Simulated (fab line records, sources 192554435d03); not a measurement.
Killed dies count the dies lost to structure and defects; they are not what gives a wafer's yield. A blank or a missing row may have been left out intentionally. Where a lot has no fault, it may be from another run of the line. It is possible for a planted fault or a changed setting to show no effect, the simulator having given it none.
fab line records | flow n5Finfet
[record] lots = 10 wafers = 27 lastDay = 22
route steps=1938 shown ZERO_LAYER@14 WELL_APT@25 BEOL_M4@1111 PASSIVATION@1936
lots that met no fault: from a run of the same line without faults
startH: start of the lot's first displayed wafer, in hours after the record's first day | waitH: hours since the lot's step before | " same as the row above | L1.1+2: a single row standing in for several wafers | - no value, or no start was given | * or withheld: withheld | < > ~ a bound
route shown NAME@n: a module of which the file shows steps, and the number in the route of the first | usual: mean/standard deviation of fault-free wafers | same: alike in all rows | chamber/n: place in a boat | sites: per-site readings | _std_site: their standard deviation | _edge_site: the outer-site mean with the inner-site mean subtracted | radiusMm: how far each site lies from the wafer's centre | mask NAME#n: copy n | behind: the most recent tool/chamber to have shaped the wafer | hold: why the lot was held/for how many hours/how that ended | device: names the non-switching transistor (n, p or np) | end of line: the route-end tests of the same wafers | where a step has no rows: the recipe by itself | killed: the dies lost at the first sort to structure and to defects; this is not the yield of the wafer | map: per-die view of a wafer (x killed, . not killed, _ where there is no die)
set.NAME: the setting as run; set.NAME@STEP: as run at that earlier step | model.NAME: the simulator's own value behind a step, which no gauge read
route steps across a sampled set of lots; one table per step, one row per wafer
services: when a tool's chamber went out of use (startH, in hours from the record's first day, below 0 if earlier), for how many hours, and the reason
[[steps]]
[step N5_ZERO_LAYER_DESCUM_16]
[recipe] chemistry = O2 timeS = 7.9 sourcePowerW = 50 biasPowerW = 20 pressureMtorr = 20 rfFrequencyHz = 2.712e+07 tempC = 40 o2FlowSccm = 225
[usual] chamberPressureMTorr = 20.004/0.019 drypumpMotorCurrentA = 5.8/0.36 oesProductAu = 0.79/0.093 rfVppV = 243.1/1.4 showerheadPlenumPTorr = 2.09/0.069 throttleValvePct = 20.45/0.21
// columns lot.wafer tool chamber startH waitH chamberPressureMTorr drypumpMotorCurrentA oesProductAu rfHoursCounterH rfVppV showerheadPlenumPTorr throttleValvePct
L476.1 rieDiel-06 0 13.04 0.4 20.004 6.5 0.82 91 245.7 2.21 20.33
L476.3 " 1 " " 20.023 6.3 0.69 215 242.0 2.07 20.77
L476.5 " 0 " " 20.014 6.5 0.82 - 245.4 2.21 20.35
L478.4 rieDiel-06 0 24.81 0.0 20.003 6.5 0.82 98 245.0 2.21 20.36
L478.5 " 1 " " 19.990 6.3 0.68 - 242.7 2.07 20.76
L478.6 " 2 " " 20.037 5.5 0.85 - 244.6 2.13 20.28
L483.1 rieDiel-03 3 54.68 0.0 20.004 6.2 0.86 59 242.3 2.03 20.13
L483.2 " 0 " " 20.009 6.0 0.97 2 242.2 2.07 20.55
L483.4 " 1 " " 19.988 5.2 0.73 182 243.3 2.17 20.18
L484.3 rieDiel-01 3 60.81 0.0 20.040 6.1 0.69 246 244.8 2.15 20.60
L484.6 " 3 " " 20.005 6.1 0.69 - 243.6 2.15 20.59
L486.5 rieDiel-03 1 72.82 0.0 19.999 5.2 0.73 - 245.3 2.17 20.18
L486.6 " 0 " " 19.995 6.0 0.94 - 243.8 2.07 20.56
L487.2 rieDiel-06 3 78.81 0.0 19.990 5.8 0.71 202 240.8 1.99 20.23
L487.6 " 2 " " 20.020 5.5 0.84 - 244.7 2.12 20.31
L490.2 rieDiel-03 0 96.81 0.0 19.995 6.0 0.93 14 241.8 2.07 20.57
L490.5 " 0 " " 19.981 6.0 0.93 - 241.9 2.07 20.57
L490.6 " 1 " " 20.009 5.2 0.71 - 246.2 2.16 20.20
L495.1 rieDiel-01 3 126.98 0.2 20.011 6.1 0.96 9 243.6 2.15 20.26
L495.4 " 2 " " 20.019 5.7 0.85 56 242.5 2.13 20.62
L495.5 " 0 " " 20.024 5.4 0.68 - 242.8 2.06 20.74
L496.1 rieDiel-01 3 133.11 0.3 20.003 6.1 0.95 11 245.6 2.14 20.25
L496.5 " 1 " " 19.989 5.6 0.72 - 242.2 1.98 20.67
L496.6 " 3 " " 19.995 6.1 0.95 - 244.0 2.15 20.25
L499.3 rieDiel-06 1 150.93 0.1 19.988 6.3 1.00 2 241.1 2.06 20.41
L499.4 " 2 " " 20.039 5.5 0.81 98 244.0 2.12 20.33
L499.5 " 3 " " 20.032 5.8 0.70 - 241.3 1.98 20.27
[step N5_ZERO_LAYER_STRIP_24]
[recipe] chemistry = O2 powerW = 1000 tempC = 250 overashFraction = 0.3 pressureMtorr = 1000 o2FlowSccm = 6750
[usual] chamberPressureMTorr = 1000.1/0.94 drypumpMotorCurrentA = 6.0/0.48 heaterPowerW = 303/16 oesProductAu = 0.647/0.0041 stripTimeToEndpointS = 43.85/0.093
// columns lot.wafer tool chamber startH waitH chamberPressureMTorr drypumpMotorCurrentA heaterPowerW oesProductAu rfHoursCounterH stripTimeToEndpointS
L476.1 plasmaAsher-01 1 13.26 0.1 1000.2 6.0 296 0.649 70 43.76
L476.3 " 0 " " 998.7 6.0 280 0.648 - 43.85
L476.5 " 1 " " 999.7 6.0 295 0.645 - 43.85
L478.4 plasmaAsher-02 1 25.04 0.1 1000.7 5.1 313 0.648 - 43.78
L478.5 " 1 " " 1000.5 5.1 320 0.650 - 43.75
L478.6 " 0 " " 1000.6 6.6 314 0.646 - 43.78
L483.1 plasmaAsher-01 0 54.89 0.1 1000.1 6.0 286 0.645 77 43.84
L483.2 " 1 " " 999.6 6.0 290 0.648 77 43.79
L483.4 " 0 " " 999.5 6.0 293 0.663 - 43.93
L484.3 plasmaAsher-01 1 61.04 0.1 1000.0 6.1 297 0.647 - 43.74
L484.6 " 0 " " 1000.3 6.0 280 0.647 - 43.80
L486.5 plasmaAsher-02 1 73.06 0.1 999.3 5.1 320 0.648 - 43.88
L486.6 " 0 " " 1000.0 6.6 319 0.650 - 43.77
L487.2 plasmaAsher-02 0 79.02 0.1 1001.6 6.6 326 0.657 42 43.66
L487.6 " 0 " " 1000.0 6.6 328 0.651 - 43.59
L490.2 plasmaAsher-01 1 97.06 0.1 998.6 6.1 291 0.646 86 43.86
L490.5 " 1 " " 999.4 6.1 298 0.645 - 43.85
L490.6 " 0 " " 1001.2 6.0 280 0.643 - 43.88
L495.1 plasmaAsher-01 0 127.20 0.1 1000.2 6.0 286 0.650 92 43.89
L495.4 " 1 " " 998.7 6.0 298 0.651 - 43.83
L495.5 " 1 " " 1001.0 6.0 297 0.652 - 43.86
L496.1 plasmaAsher-02 0 133.32 0.1 1000.3 6.6 321 0.648 52 43.85
L496.5 " 0 " " 1001.3 6.6 322 0.642 - 43.91
L496.6 " 1 " " 999.8 5.1 320 0.646 - 43.99
L499.3 plasmaAsher-01 0 151.16 0.1 1000.1 6.0 293 0.647 - 43.89
L499.4 " 1 " " 1001.9 6.0 297 0.641 - 43.79
L499.5 " 0 " " 1000.0 6.0 281 0.640 - 43.90
[step N5_WELL_APT_PEB_06]
[recipe] pebTempC = 130 pebTimeS = 90
// columns lot.wafer tool chamber startH waitH
L476.1+3+5 lithoTrack-03 0 13.80 0.1
L478.4+5+6 lithoTrack-01 0 25.57 0.0
L483.1+2+4 lithoTrack-01 0 55.57 0.1
L484.3+6 lithoTrack-01 0 61.57 0.0
L486.5+6 lithoTrack-01 0 73.69 0.0
L487.2+6 lithoTrack-01 0 79.70 0.0
L490.2+5+6 lithoTrack-04 0 97.75 0.0
L495.1+4+5 lithoTrack-04 0 127.89 0.1
L496.1+5+6 lithoTrack-04 0 133.90 0.1
L499.3+4+5 lithoTrack-03 0 151.82 0.0
[step N5_WELL_APT_CD_MEAS_08]
[recipe] targetCdNm = 200 landingEnergyEv = 500 detector = seInlens
[usual] cdNm = 199.7/1.4
// columns lot.wafer tool chamber startH waitH cdNm
L476.1 cdSem-03 0 13.92 - 200.0
L476.3 " 0 " " 199.3
L476.5 " 0 " " 200.5
L478.4 cdSem-03 0 25.69 - 200.7
L478.5 " 0 " " 200.7
L478.6 " 0 " " 200.2
L483.1 cdSem-03 0 55.68 - 197.4
L483.2 " 0 " " 199.6
L483.4 " 0 " " 201.4
L484.3 cdSem-03 0 61.69 - 206.4
L484.6 " 0 " " 205.7
L486.5 cdSem-01 0 73.81 - 198.6
L486.6 " 0 " " 207.5
L487.2 cdSem-02 0 79.82 - 200.8
L487.6 " 0 " " 207.2
L490.2 cdSem-01 0 97.87 - 198.8
L490.5 " 0 " " 200.4
L490.6 " 0 " " 197.7
L495.1 cdSem-03 0 128.01 - 199.4
L495.4 " 0 " " 199.6
L495.5 " 0 " " 198.8
L496.1 cdSem-02 0 134.01 - 197.8
L496.5 " 0 " " 201.0
L496.6 " 0 " " 198.9
L499.3 cdSem-01 0 151.94 - 197.8
L499.4 " 0 " " 198.2
L499.5 " 0 " " 197.6
[step N5_WELL_APT_CD_MEAS_25]
[recipe] targetCdNm = 200 landingEnergyEv = 500 detector = seInlens
[usual] cdNm = 199.8/1.6
// columns lot.wafer tool chamber startH waitH cdNm
L476.1 cdSem-01 0 15.32 - 196.9
L476.3 " 0 " " 200.5
L476.5 " 0 " " 199.8
L478.4 cdSem-03 0 27.28 - 199.4
L478.5 " 0 " " 200.5
L478.6 " 0 " " 201.0
L483.1 cdSem-02 0 56.82 - 200.5
L483.2 " 0 " " 200.4
L483.4 " 0 " " 198.2
L484.3 cdSem-03 0 62.81 - 198.2
L484.6 " 0 " " 198.6
L486.5 cdSem-01 0 75.36 - 196.3
L486.6 " 0 " " 199.7
L487.2 cdSem-03 0 80.93 - 200.0
L487.6 " 0 " " 202.3
L490.2 cdSem-01 0 99.02 - 202.0
L490.5 " 0 " " 203.1
L490.6 " 0 " " 202.2
L495.1 cdSem-03 0 129.28 - 200.6
L495.4 " 0 " " 196.9
L495.5 " 0 " " 199.7
L496.1 cdSem-03 0 135.41 - 197.2
L496.5 " 0 " " 197.1
L496.6 " 0 " " 196.8
L499.3 cdSem-02 0 153.18 - 201.1
L499.4 " 0 " " 198.8
L499.5 " 0 " " 199.1
[step N5_BEOL_M4_RC_MEAS_101]
[usual] DIBL_N = 36.3/1.1 DIBL_P = 36.3/1.4 IOFF_N = 0.155/0.019 IOFF_P = 0.211/0.027 ION_N = 672/8.5 ION_P = 462/5.8 SS_N = 71.5/0.56 SS_P = 73.3/0.52 VT_N = 249.9/2.5 VT_P = -249.8/2.8
// columns lot.wafer tool chamber startH waitH DIBL_N[mV/V] DIBL_P[mV/V] IOFF_N[nA/um] IOFF_P[nA/um] ION_N[uA/um] ION_P[uA/um] SS_N[mV/dec] SS_P[mV/dec] VT_N[mV] VT_P[mV]
L476.1 prober-01 0 196.11 0.0 39.0 37.5 0.173 0.234 668 458 72.5 74.6 250.1 -247.6
L476.3 " 0 " " 36.3 36.0 0.139 0.203 675 463 70.9 73.4 250.3 -250.4
L476.5 " 0 " " 36.8 35.1 0.135 0.192 670 453 72.2 73.6 253.8 -255.3
L478.4 prober-01 0 228.86 0.5 35.6 36.9 0.152 0.178 669 451 71.1 73.6 248.7 -253.7
L478.5 " 0 " " 34.9 35.4 0.134 0.170 670 456 71.3 73.3 249.2 -252.4
L478.6 " 0 " " 35.7 35.9 0.153 0.178 671 455 72.0 73.3 251.5 -253.4
L483.1 prober-02 0 289.57 0.0 36.7 37.0 0.177 0.217 689 466 71.6 74.0 250.4 -248.3
L483.2 " 0 " " 37.7 37.7 0.182 0.223 677 459 72.3 73.2 245.9 -247.1
L483.4 " 0 " " 36.1 34.9 0.156 0.183 670 456 71.0 73.2 249.7 -251.6
L486.5 prober-02 0 322.72 0.6 37.9 37.1 0.163 0.222 675 468 71.6 73.2 249.0 -246.1
L486.6 " 0 " " 37.7 37.4 0.156 0.216 672 461 71.7 74.0 248.3 -251.8
L487.2 prober-01 0 324.25 0.2 38.5 38.1 0.178 0.206 664 452 72.3 73.0 250.4 -249.8
L487.6 " 0 " " 36.4 36.1 0.139 0.181 658 447 71.2 73.0 253.2 -252.0
L490.2 prober-02 0 355.04 0.2 36.0 35.6 0.151 0.238 667 468 71.7 73.2 248.3 -246.1
L490.5 " 0 " " 34.5 33.9 0.128 0.210 662 464 70.8 72.8 253.7 -245.9
L490.6 " 0 " " 36.7 36.1 0.169 0.253 682 467 71.6 72.9 245.5 -243.8
L499.3 prober-02 0 364.69 0.3 37.2 36.6 0.171 0.241 678 467 72.2 73.7 251.6 -246.2
L499.4 " 0 " " 38.7 36.8 0.196 0.250 671 461 72.8 73.2 246.3 -246.9
L499.5 " 0 " " 37.2 35.6 0.161 0.223 674 464 71.9 73.3 247.5 -249.5
L496.1 prober-02 0 390.06 0.0 36.5 36.4 0.150 0.210 676 466 71.5 72.9 250.0 -250.0
L496.5 " 0 " " 40.0 40.9 0.228 0.301 699 479 72.5 74.0 242.9 -244.8
L496.6 " 0 " " 37.1 37.2 0.171 0.236 677 471 71.1 73.1 246.3 -247.0
L495.1 prober-02 0 391.34 0.0 36.7 36.8 0.160 0.218 677 467 71.3 73.0 248.6 -247.3
L495.4 " 0 " " 37.0 37.5 0.168 0.219 684 468 70.9 72.6 249.9 -248.5
L495.5 " 0 " " 35.8 35.6 0.143 0.199 665 463 71.3 73.0 249.8 -250.6
L484.3 prober-02 0 399.95 0.3 35.7 36.2 0.138 0.190 664 463 71.3 72.7 251.8 -253.4
L484.6 " 0 " " 36.2 36.6 0.144 0.195 668 461 71.4 73.2 250.7 -251.7
[step N5_PASSIVATION_PROBE_49]
[usual] defectLimitedYield = 91.4/1.2 killed_at_M0_to_M3 = 34/10 killed_at_M4_up = 14/5.1 killedAtContacts = 12/6.4 killedAtFrontEnd = 38/9.3 killedAtOther = 4/3 killedDies = 102/15 killedOnRim = 13/3.6 killedOpen = 67/12 killedShort = 33/6.9 sort_bin_5_function = 5.0/0.86 sort_bin_6_memory = 3.2/0.58 sortNPass = 1078/15 sortYieldPct = 91.4/1.2
[same] grossDies = 1180 killedAtBackSide = 0 sort_bin_4_leakage[%] = 0 sort_bin_8_speed[%] = 0
// columns lot.wafer tool chamber startH waitH defectLimitedYield[%] killed_at_M0_to_M3 killed_at_M4_up killedAtContacts killedAtFrontEnd killedAtOther killedDies killedOnRim killedOpen killedShort sort_bin_5_function[%] sort_bin_6_memory[%] sortNPass sortYieldPct[%]
L476.1 prober-01 - 292.86 0.0 92.3 35 10 9 37 0 91 11 65 25 4.5 3.1 1089 92.3
L476.3 prober-01 - 292.96 0.1 90.0 57 15 8 38 0 118 14 83 34 5.9 3.7 1062 90.0
L476.5 prober-01 - 293.06 0.2 90.8 48 14 21 23 2 108 12 77 30 4.9 3.8 1072 90.8
L478.4 prober-01 - 337.80 0.2 91.7 48 14 8 25 3 98 15 68 26 4.7 3.2 1082 91.7
L478.5 prober-01 - 337.85 0.2 90.3 42 24 6 39 3 114 8 74 39 6.1 3.2 1066 90.3
L478.6 prober-01 - 337.90 0.3 88.6 52 20 3 59 1 135 15 85 44 6.4 4.5 1045 88.6
L483.1 prober-01 - 388.53 0.0 91.6 29 13 21 32 4 99 13 71 27 5.3 2.8 1081 91.6
L483.2 prober-01 - 388.58 0.1 92.3 28 9 21 30 3 91 10 63 25 4.8 2.8 1089 92.3
L483.4 prober-01 - 388.68 0.2 90.8 38 7 31 30 2 108 16 75 32 4.7 4.1 1072 90.8
L486.5 prober-02 - 422.09 0.4 91.2 52 11 6 30 5 104 12 64 36 4.7 3.7 1076 91.2
L486.6 prober-02 - 422.14 0.4 90.9 31 16 14 46 0 107 12 71 33 5.5 3.3 1073 90.9
L487.2 prober-01 - 435.08 0.1 91.9 35 10 18 28 4 95 13 70 25 4.7 3.2 1085 91.9
L487.6 prober-01 - 435.28 0.3 90.4 34 19 10 46 4 113 14 71 40 5.7 3.4 1067 90.4
L490.2 prober-02 - 468.68 0.3 91.4 22 8 18 48 6 102 10 64 36 4.9 3.3 1078 91.4
L490.5 prober-02 - 468.83 0.4 92.5 29 9 18 32 0 88 7 61 27 4.2 3.1 1092 92.5
L490.6 prober-02 - 468.88 0.5 91.0 34 10 10 51 1 106 13 60 46 5.8 2.5 1074 91.0
L499.3 prober-02 - 484.24 0.1 88.0 58 15 13 52 4 142 17 106 35 8.0 3.8 1038 88.0
L499.4 prober-02 - 484.29 0.2 89.2 60 9 18 38 3 128 13 86 39 6.1 4.2 1052 89.2
L499.5 prober-02 - 484.34 0.2 91.8 37 9 15 35 1 97 16 73 24 5.8 1.9 1083 91.8
L496.1 prober-01 - 508.95 0.0 91.9 21 8 7 56 3 95 11 73 20 4.7 3.2 1085 91.9
L496.5 prober-01 - 509.15 0.2 91.9 18 11 3 50 14 96 10 59 34 4.5 3.5 1084 91.9
L496.6 prober-01 - 509.20 0.3 91.1 14 10 22 53 6 105 12 64 35 5.8 3.0 1075 91.1
L484.3 prober-01 - 517.20 0.1 93.1 22 11 8 39 2 82 10 57 24 3.9 2.7 1098 93.1
L484.6 prober-01 - 517.35 0.3 93.5 18 9 9 35 6 77 12 53 24 4.1 2.4 1103 93.5
L495.1 prober-01 - 522.26 0.0 91.2 42 11 21 29 1 104 13 68 35 5.2 3.4 1076 91.2
L495.4 prober-01 - 522.41 0.2 91.7 34 11 13 37 3 98 15 59 36 4.2 3.6 1082 91.7
L495.5 prober-01 - 522.46 0.2 91.0 37 8 33 28 0 106 18 76 29 4.8 3.7 1074 91.0
// killed by level:class
L476.1 STI_FIN_REVEAL:geometricParticle:open=17 MOL_CONTACT_COAG:geometricParticle:open=8 BEOL_M4:geometricParticle:open=7 BEOL_M0_SAQP:geometricParticle:short=6 BEOL_M2:geometricParticle:open=6 BEOL_M1:geometricParticle:open=5 BEOL_M3:geometricParticle:open=4 ILD0:geometricParticle:short=4
L476.3 BEOL_M0_SAQP:geometricParticle:open=11 BEOL_M2:geometricParticle:open=11 STI_FIN_REVEAL:geometricParticle:open=10 FIN_SAQP:geometricParticle:open=9 BEOL_M3:geometricParticle:open=8 BEOL_M0_SAQP:geometricParticle:short=7 BEOL_M1:geometricParticle:open=7 MOL_CONTACT_COAG:geometricParticle:open=6
L476.5 MOL_CONTACT_COAG:geometricParticle:open=17 BEOL_M2:geometricParticle:open=10 BEOL_M3:geometricParticle:open=10 FIN_SAQP:geometricParticle:open=7 BEOL_M1:geometricParticle:open=5 BEOL_M3:geometricParticle:short=5 BEOL_M4:geometricParticle:open=5 BEOL_M0_SAQP:geometricParticle:open=4
L478.4 BEOL_M0_SAQP:geometricParticle:open=14 FIN_SAQP:geometricParticle:open=12 BEOL_M0_SAQP:geometricParticle:short=12 BEOL_M3:geometricParticle:open=11 MOL_CONTACT_COAG:geometricParticle:open=7 BEOL_M1:geometricParticle:open=4 BEOL_M2:geometricParticle:open=4 DUMMY_GATE:geometricParticle:open=3
L478.5 FIN_SAQP:geometricParticle:open=18 BEOL_M0_SAQP:geometricParticle:short=11 BEOL_M4:geometricParticle:open=10 BEOL_M0_SAQP:geometricParticle:open=8 BEOL_M3:geometricParticle:open=7 GATE_CUT:geometricParticle:short=6 FIN_SAQP:geometricParticle:short=5 MOL_CONTACT_COAG:geometricParticle:open=5
L478.6 BEOL_M0_SAQP:geometricParticle:open=16 BEOL_M0_SAQP:geometricParticle:short=15 FIN_SAQP:geometricParticle:open=14 STI_FIN_REVEAL:geometricParticle:open=12 FIN_SAQP:geometricParticle:short=8 BEOL_M4:geometricParticle:open=8 BEOL_M3:geometricParticle:open=8 DUMMY_GATE:geometricParticle:open=6
L483.1 MOL_CONTACT_COAG:geometricParticle:open=17 FIN_SAQP:geometricParticle:open=11 BEOL_M0_SAQP:geometricParticle:open=11 BEOL_M0_SAQP:geometricParticle:short=7 BEOL_M4:geometricParticle:open=7 STARTING-WAFER:geometricParticle:open=7 GATE_CUT:geometricParticle:short=6 BEOL_M1:geometricParticle:open=5
L483.2 MOL_CONTACT_COAG:geometricParticle:open=16 BEOL_M1:geometricParticle:open=7 BEOL_M2:geometricParticle:open=7 DUMMY_GATE:geometricParticle:open=6 BEOL_M0_SAQP:geometricParticle:short=5 STI_FIN_REVEAL:geometricParticle:open=5 GATE_CUT:geometricParticle:short=5 MOL_CONTACT_COAG:geometricParticle:short=5
L483.4 MOL_CONTACT_COAG:geometricParticle:open=26 BEOL_M0_SAQP:geometricParticle:short=11 BEOL_M0_SAQP:geometricParticle:open=10 BEOL_M2:geometricParticle:open=8 GATE_CUT:geometricParticle:open=6 STI_FIN_REVEAL:geometricParticle:open=5 MOL_CONTACT_COAG:geometricParticle:short=5 FIN_SAQP:geometricParticle:short=4
L486.5 BEOL_M0_SAQP:geometricParticle:open=11 BEOL_M0_SAQP:geometricParticle:short=11 BEOL_M0:geometricParticle:open=8 FIN_SAQP:geometricParticle:short=6 BEOL_M2:geometricParticle:open=6 MOL_CONTACT_COAG:geometricParticle:open=5 BEOL_M1:geometricParticle:open=5 BEOL_M3:geometricParticle:open=5
L486.6 FIN_SAQP:geometricParticle:open=14 BEOL_M1:geometricParticle:open=10 MOL_CONTACT_COAG:geometricParticle:open=8 FIN_SAQP:geometricParticle:short=6 MOL_CONTACT_COAG:geometricParticle:short=6 BEOL_M3:geometricParticle:open=6 STI_FIN_REVEAL:geometricParticle:open=5 BEOL_M4:geometricParticle:open=5
L487.2 MOL_CONTACT_COAG:geometricParticle:open=14 BEOL_M2:geometricParticle:open=10 BEOL_M3:geometricParticle:open=8 BEOL_M0_SAQP:geometricParticle:open=7 BEOL_M1:geometricParticle:open=7 FIN_SAQP:geometricParticle:open=5 FIN_SAQP:geometricParticle:short=5 STI_FIN_REVEAL:geometricParticle:open=5
L487.6 FIN_SAQP:geometricParticle:short=13 BEOL_M4:geometricParticle:open=11 BEOL_M0_SAQP:geometricParticle:open=9 MOL_CONTACT_COAG:geometricParticle:open=9 FIN_SAQP:geometricParticle:open=8 BEOL_M0_SAQP:geometricParticle:short=6 BEOL_M1:geometricParticle:open=6 STARTING-WAFER:geometricParticle:short=5
L490.2 MOL_CONTACT_COAG:geometricParticle:open=12 STI_FIN_REVEAL:geometricParticle:open=10 FIN_SAQP:geometricParticle:open=9 DUMMY_GATE:geometricParticle:open=7 GATE_CUT:geometricParticle:short=7 MOL_CONTACT_COAG:geometricParticle:short=6 BEOL_M1:geometricParticle:open=4 BEOL_M2:geometricParticle:open=4
L490.5 MOL_CONTACT_COAG:geometricParticle:open=14 BEOL_M2:geometricParticle:open=9 FIN_SAQP:geometricParticle:short=8 BEOL_M0_SAQP:geometricParticle:short=7 BEOL_M4:geometricParticle:open=6 STARTING-WAFER:geometricParticle:open=5 FIN_SAQP:geometricParticle:open=4 GATE_CUT:geometricParticle:open=4
L490.6 GATE_CUT:geometricParticle:short=10 FIN_SAQP:geometricParticle:short=8 BEOL_M0_SAQP:geometricParticle:short=8 BEOL_M2:geometricParticle:open=8 MOL_CONTACT_COAG:geometricParticle:open=7 BEOL_M0_SAQP:geometricParticle:open=7 STARTING-WAFER:geometricParticle:short=6 FIN_SAQP:geometricParticle:open=5
L499.3 BEOL_M0_SAQP:geometricParticle:open=13 BEOL_M2:geometricParticle:open=12 FIN_SAQP:geometricParticle:open=11 MOL_CONTACT_COAG:geometricParticle:open=10 BEOL_M1:geometricParticle:open=10 BEOL_M3:geometricParticle:open=10 STI_FIN_REVEAL:geometricParticle:open=9 STI_FIN_REVEAL:geometricParticle:short=6
L499.4 MOL_CONTACT_COAG:geometricParticle:open=16 BEOL_M0_SAQP:geometricParticle:short=15 BEOL_M0_SAQP:geometricParticle:open=15 STI_FIN_REVEAL:geometricParticle:open=14 BEOL_M2:geometricParticle:open=10 FIN_SAQP:geometricParticle:open=6 BEOL_M3:geometricParticle:open=6 STARTING-WAFER:geometricParticle:open=6
L499.5 BEOL_M2:geometricParticle:open=14 MOL_CONTACT_COAG:geometricParticle:open=14 DUMMY_GATE:geometricParticle:open=9 BEOL_M1:geometricParticle:open=9 STI_FIN_REVEAL:geometricParticle:open=8 BEOL_M0_SAQP:geometricParticle:short=7 FIN_SAQP:geometricParticle:open=6 STARTING-WAFER:geometricParticle:short=5
L496.1 STI_FIN_REVEAL:geometricParticle:open=24 BEOL_M1:geometricParticle:open=10 MOL_CONTACT_COAG:geometricParticle:open=7 FIN_SAQP:geometricParticle:open=5 GATE_CUT:geometricParticle:short=5 STARTING-WAFER:geometricParticle:open=5 FIN_SAQP:geometricParticle:short=4 DUMMY_GATE:geometricParticle:open=3
L496.5 FIN_SAQP:geometricParticle:open=11 FIN_SAQP:geometricParticle:short=11 STI_FIN_REVEAL:geometricParticle:open=9 BEOL_M2:geometricParticle:open=8 DUMMY_GATE:geometricParticle:open=4 BEOL_M3:geometricParticle:open=4 PAD_METAL:geometricParticle:short=4 SPACER0:geometricParticle:open=3
L496.6 STI_FIN_REVEAL:geometricParticle:open=16 MOL_CONTACT_COAG:geometricParticle:open=13 MOL_CONTACT_COAG:geometricParticle:short=6 SPACER0:geometricParticle:short=5 GATE_CUT:geometricParticle:short=5 BEOL_M2:geometricParticle:open=4 STARTING-WAFER:geometricParticle:short=4 STARTING-WAFER:geometricParticle:open=4
L484.3 BEOL_M2:geometricParticle:open=11 STI_FIN_REVEAL:geometricParticle:open=10 FIN_SAQP:geometricParticle:open=9 FIN_SAQP:geometricParticle:short=7 MOL_CONTACT_COAG:geometricParticle:open=7 BEOL_M0_SAQP:geometricParticle:open=3 BEOL_M0_SAQP:geometricParticle:short=3 BEOL_M2:geometricParticle:short=3
L484.6 STI_FIN_REVEAL:geometricParticle:open=10 MOL_CONTACT_COAG:geometricParticle:open=8 FIN_SAQP:geometricParticle:short=7 FIN_SAQP:geometricParticle:open=5 BEOL_M2:geometricParticle:open=5 GATE_CUT:geometricParticle:short=4 BEOL_M0_SAQP:geometricParticle:open=4 DUMMY_GATE:geometricParticle:open=3
L495.1 MOL_CONTACT_COAG:geometricParticle:open=17 BEOL_M0_SAQP:geometricParticle:open=10 STI_FIN_REVEAL:geometricParticle:open=10 BEOL_M0_SAQP:geometricParticle:short=10 BEOL_M3:geometricParticle:open=7 GATE_CUT:geometricParticle:short=5 FIN_SAQP:geometricParticle:open=4 BEOL_M5:geometricParticle:open=4
L495.4 BEOL_M2:geometricParticle:open=10 MOL_CONTACT_COAG:geometricParticle:open=9 FIN_SAQP:geometricParticle:open=6 GATE_CUT:geometricParticle:open=6 FIN_SAQP:geometricParticle:short=5 BEOL_M0_SAQP:geometricParticle:short=5 STARTING-WAFER:geometricParticle:short=5 GATE_CUT:geometricParticle:short=4
L495.5 MOL_CONTACT_COAG:geometricParticle:open=27 BEOL_M2:geometricParticle:open=14 FIN_SAQP:geometricParticle:short=7 MOL_CONTACT_COAG:geometricParticle:short=6 BEOL_M0_SAQP:geometricParticle:short=6 BEOL_M0:geometricParticle:open=5 BEOL_M3:geometricParticle:open=5 FIN_SAQP:geometricParticle:open=4
[[services]]
// columns tool chamber startH hours kind
rieDiel-01 - 4.79 1.1 repair
rieDiel-01 2 8.88 3.9 repair
rieDiel-06 2 9.99 2.7 repair
plasmaAsher-02 - 11.19 2.3 repair
rieDiel-06 3 11.85 5.5 repair
rieDiel-03 - 13.18 14.6 pm
rieDiel-06 - 25.45 0.3 repair
rieDiel-03 0 29.64 - clean
rieDiel-03 0 29.64 - consumableReplace:focusRing
rieDiel-03 0 29.64 14.0 scheduledDown
rieDiel-03 0 29.64 14.0 ventCycle
rieDiel-01 1 48.99 5.8 repair
plasmaAsher-01 - 58.58 1.2 repair
rieDiel-01 3 77.62 - clean
rieDiel-01 3 77.62 - consumableReplace:focusRing
rieDiel-01 3 77.62 17.9 scheduledDown
rieDiel-01 3 77.62 17.9 ventCycle
rieDiel-03 - 82.64 0.7 repair
rieDiel-03 3 106.94 1.8 repair
rieDiel-06 1 123.02 - clean
rieDiel-06 1 123.02 - consumableReplace:focusRing
rieDiel-03 0 125.34 6.0 repair
rieDiel-01 0 128.42 - clean
rieDiel-01 0 128.42 - consumableReplace:focusRing
[[key]]
[firstSign] step = N5_WELL_APT_CD_MEAS_08 reading = cdNm direction = up sigmas = 5.1 usual = 199.7 struck = 206.7
effect none on later readings
metAt N5_WELL_APT_PEB_06
struckLots L484,L486,L487
struckWafers L484.3,L484.6,L486.6,L487.6
notActingAt N5_ZERO_LAYER_DESCUM_16,N5_ZERO_LAYER_STRIP_24,N5_WELL_APT_CD_MEAS_25
onsetBetween 55.57 61.57
[fault] kind = processParameterDrift tool = lithoTrack-01 chamber = - onsetH = 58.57 steps = N5_WELL_APT_PEB_06 channel = pebTimeS offset = * shape = step endH = 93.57 scope = struckWafersOnly actsIn = * stated = *
